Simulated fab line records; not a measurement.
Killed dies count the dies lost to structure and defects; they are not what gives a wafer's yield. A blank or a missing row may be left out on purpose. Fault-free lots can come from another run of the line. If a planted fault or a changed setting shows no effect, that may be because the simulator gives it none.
A struck lot beside a sound one / flow nand_harc / 34 out of 1302 route steps
Sound: wafers L272.3, L272.4, L272.6. Wafers struck: L267.1, L267.3, L267.6. The cause comes at the end.
Each step with rows lists, per side, the tool, then ch with its chambers, then its first start. Under that, the readings that differ: sound wafers / struck wafers / difference of the means / sigmas: that difference in standard deviations of wafers without a fault.
alike: words and numbers the same on both sides, and readings whose means are apart by under 2 such deviations; not compared: readings that were withheld, readings missing a value for some wafer, numbers with overlapping values and no deviation given by the record, and bounds like >300 which may hide the same value.
Wherever a step has rows on one side only, a row that says differs or no value, or a row with sigmas, the two part there. Non-overlapping numbers with no deviation appear without sigmas and do not part them. Lack of a reading on every wafer of one side parts them only where that side has two or more wafers.

first, 4 steps without rows for these wafers: NHARC_A_DECK1_JOINT_CURE_26 (time 32 s); NHARC_A_DECK1_JOINT_ANNEAL_27 (time 3600 s); NHARC_A_DECK1_JOINT_ANNEAL_28 (time 1800 s); NHARC_A_DECK1_JOINT_ANNEAL_29 (time 1800 s).
NHARC_A_DECK1_JOINT_CMP_02: polishes SiOx.
  sound on cmp-02 ch 0,2, day 20 08:41; struck on cmp-04 ch 0,2, day 17 07:04
  alike: motor_current_A
following that, these wafers have no rows for 1 step: NHARC_A_DECK1_JOINT_SRD_15.
NHARC_A_DECK1_JOINT_DEP_16: deposits SiO2, target thk 45 nm.
  sound on pecvd-02 ch 0,1, day 20 09:09; struck on pecvd-02 ch 1,2, day 17 07:26
  alike: heater_power_w, rf_fwd_power_W, throttle_valve_pct
NHARC_A_DECK1_JOINT_THK_MEAS_17: measures by ellipsometry.
  struck on film_metro-02, day 17 07:43; sound on film_metro-02, day 20 09:26
  alike: thk_nm
NHARC_A_DECK1_JOINT_INSPECT_05:
  struck on defect_inspect-01, day 17 07:45; sound on defect_inspect-02, day 20 09:28
  alike: raw_defect_count
following that, 1 step holds no rows for these wafers, namely NHARC_A_ONON_D2_DEP_00 (target thickness 1000 nm).
NHARC_A_ONON_D2_THK_MEAS_02: measures by ellipsometry.
  struck on film_metro-01, day 17 08:19; sound on film_metro-01, day 20 10:03
  alike: thk_nm
NHARC_A_ONON_D2_DEP_03: target thk 1000 nm.
  sound on pecvd_onon-01 ch 0, day 20 10:13; struck on pecvd_onon-01 ch 0, day 17 08:23
NHARC_A_ONON_D2_THK_MEAS_05: measures by ellipsometry.
  struck on film_metro-02, day 17 08:53; sound on film_metro-02, day 20 10:37
reading=thk_nm (nm); sound=976 977 976; struck=994 994 997; difference=+19; sigmas=+2
following that, 1 step holds no rows for these wafers, namely NHARC_A_ONON_D2_DEP_06 (target thickness 1000 nm).
NHARC_A_ONON_D2_THK_MEAS_08: measures by ellipsometry.
  struck on film_metro-01, day 17 09:27; sound on film_metro-01, day 20 11:11
  alike: thk_nm
following that, 1 step holds no rows for these wafers, namely NHARC_A_ONON_D2_DEP_09 (target thickness 1000 nm).
NHARC_A_ONON_D2_THK_MEAS_11: measures by ellipsometry.
  struck on film_metro-02, day 17 10:01; sound on film_metro-02, day 20 11:44
reading=thk_nm (nm); sound=993 993 992; struck=1011 1012 1011; difference=+19; sigmas=+2
following that, 1 step holds no rows for these wafers, namely NHARC_A_ONON_D2_DEP_12 (target thickness 1000 nm).
NHARC_A_ONON_D2_THK_MEAS_14: measures by ellipsometry.
  struck on film_metro-02, day 17 10:35; sound on film_metro-01, day 20 12:19
  alike: thk_nm
then, 2 steps without rows for these wafers: NHARC_A_ONON_D2_ANNEAL_15 (time 3600 s); NHARC_A_ONON_D2_DEP_16 (target thk 1000 nm).
NHARC_A_ONON_D2_THK_MEAS_18: measures by ellipsometry.
  struck on film_metro-02, day 17 15:21; sound on film_metro-02, day 20 19:44
reading=thk_nm (nm); sound=1009 1009 1009; struck=989 991 991; difference=-19; sigmas=-2
following that, 1 step holds no rows for these wafers, namely NHARC_A_ONON_D2_DEP_19 (target thickness 1000 nm).
NHARC_A_ONON_D2_THK_MEAS_21: measures by ellipsometry.
  struck on film_metro-02, day 17 15:55; sound on film_metro-02, day 20 20:18
  alike: thk_nm
following that, 1 step holds no rows for these wafers, namely NHARC_A_ONON_D2_DEP_22 (target thickness 1000 nm).
NHARC_A_ONON_D2_THK_MEAS_24: measures by ellipsometry.
  struck on film_metro-01, day 17 16:29; sound on film_metro-02, day 20 20:52
reading=thk_nm (nm); sound=1022 1022 1023; struck=988 989 987; difference=-34; sigmas=-3
following that, 1 step holds no rows for these wafers, namely NHARC_A_ONON_D2_DEP_25 (target thickness 1000 nm).
NHARC_A_ONON_D2_THK_MEAS_27: measures by ellipsometry.
  struck on film_metro-01, day 17 17:03; sound on film_metro-02, day 20 21:26
reading=thk_nm (nm); sound=1028 1028 1031; struck=1002 998 1001; difference=-29; sigmas=-3
following that, 1 step holds no rows for these wafers, namely NHARC_A_ONON_D2_DEP_28 (target thickness 1000 nm).
NHARC_A_ONON_D2_THK_MEAS_30: measures by ellipsometry.
  struck on film_metro-01, day 17 17:37; sound on film_metro-02, day 20 22:00
  alike: thk_nm
NHARC_A_ONON_D2_DEP_33: deposits SiO2, target thk 200 nm.
  sound on pecvd-04 ch 0,1, day 20 22:09; struck on pecvd-04 ch 0,1,2, day 17 17:43
  alike: heater_power_w, rf_fwd_power_W, throttle_valve_pct
NHARC_A_ONON_D2_THK_MEAS_34: measures by ellipsometry.
  struck on film_metro-02, day 17 18:05; sound on film_metro-02, day 20 22:28
  alike: thk_nm
NHARC_A_CHANNEL_HOLE_D2_DEP_00: deposits aC, target thk 3100 nm.
  sound on acl_dep-02 ch 0, day 21 02:35; struck on acl_dep-02 ch 0, day 17 21:05
reading=hold; sound=- - -; struck=await_dispo/2.7h/release await_dispo/2.7h/release await_dispo/2.7h/release; difference=no value on the sound wafers; sigmas=
  alike: throttle_valve_pct
-- the record jumps here: 11 days lie between the struck wafers' starts before and after (it left off in module A_CHANNEL_HOLE_D2 and takes up again in module END, whose first step shown is number 1302 of the route) --
NHARC_END_SORT_01:
  here the record holds rows for the struck wafers (prober-02 ch 0, day 29 02:36) but none for the sound ones

== WHERE THEY PART ==
Last at NHARC_END_SORT_01 as far as this record goes, first at NHARC_A_ONON_D2_THK_MEAS_05.

WHY: the cause the simulator had injected
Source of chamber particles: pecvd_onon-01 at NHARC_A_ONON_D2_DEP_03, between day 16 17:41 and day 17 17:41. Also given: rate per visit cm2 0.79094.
